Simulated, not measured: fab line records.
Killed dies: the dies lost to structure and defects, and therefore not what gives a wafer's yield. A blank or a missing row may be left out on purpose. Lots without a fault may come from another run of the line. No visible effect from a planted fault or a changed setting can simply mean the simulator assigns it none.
Matching of chambers -- flow n5 finfet -- N5_BEOL_M5_DESCUM_16 on rie diel-01 has 4 sister chambers
The step chemistry O2, time 7 s. 18 wafers are shown with their chamber, then 9 later ones without.

WAFERS PAIRED WITH THEIR CHAMBERS
wafer,chamber,showerhead plenum p Torr (Torr),throttle valve pct (%),rf vpp V (V)
L076.3,2,2.10,20.70,242.0
L076.4,3,2.08,20.86,242.9
L076.6,0,2.18,20.74,245.3
L077.2,3,2.08,20.88,241.6
L077.4,0,2.18,20.71,242.6
L077.5,1,2.14,20.30,244.1
L080.2,3,2.08,20.89,242.2
L080.3,2,2.10,20.74,242.8
L080.4,0,2.18,20.74,246.1
L083.1,3,2.08,20.90,240.7
L083.2,2,2.10,20.72,244.0
L083.4,0,2.18,20.75,246.6
L084.1,1,2.14,20.32,244.6
L084.2,3,2.08,20.89,243.4
L084.4,2,2.09,20.74,242.7
L088.2,1,2.13,20.06,243.8
L088.3,0,2.17,20.80,244.6
L088.5,3,2.07,20.51,240.9

SIGNATURES (averages over the wafers above)
reading,chamber 0,chamber 1,chamber 2,chamber 3,scatter within a chamber
showerhead plenum p Torr,2.1780,2.1367,2.0975,2.0783,0.00467
throttle valve pct,20.7480,20.2267,20.7250,20.8217,0.108
rf vpp V,245.040,244.167,242.875,241.950,1.13
Rule: distance of a wafer from a chamber = root of the sum over the readings of ((wafer's reading minus chamber's mean) / reading's scatter) squared. The wafer belongs to the nearest chamber; if the next one is less than 2 further off, it can't be placed. The scatter: the root of (the sum of the squares of (reading less its chamber's mean) over the shown wafers, divided by (wafers less chambers)).

WAFERS WITHOUT THEIR CHAMBER
wafer,showerhead plenum p Torr (Torr),throttle valve pct (%),rf vpp V (V)
L095.2,2.17,20.78,244.1
L095.5,2.09,20.77,242.4
L095.6,2.07,20.51,243.7
L094.3,2.07,20.51,242.7
L094.4,2.09,20.76,243.1
L094.5,2.17,20.79,244.2
L096.1,2.17,20.79,243.9
L096.4,2.07,20.53,243.2
L096.5,2.07,20.53,242.9

THE CHAMBER EACH PASSED THROUGH
wafer,from the rows above,in truth
L095.2,0,0
L095.5,can't be placed: 2 or 3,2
L095.6,3,3
L094.3,3,3
L094.4,can't be placed: 2 or 3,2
L094.5,0,0
L096.1,0,0
L096.4,3,3
L096.5,3,3
Placed correctly: 7 of 9. Unplaceable from these rows: 2, with the true chamber sitting among the candidates in 2. Placed wrongly: 0.
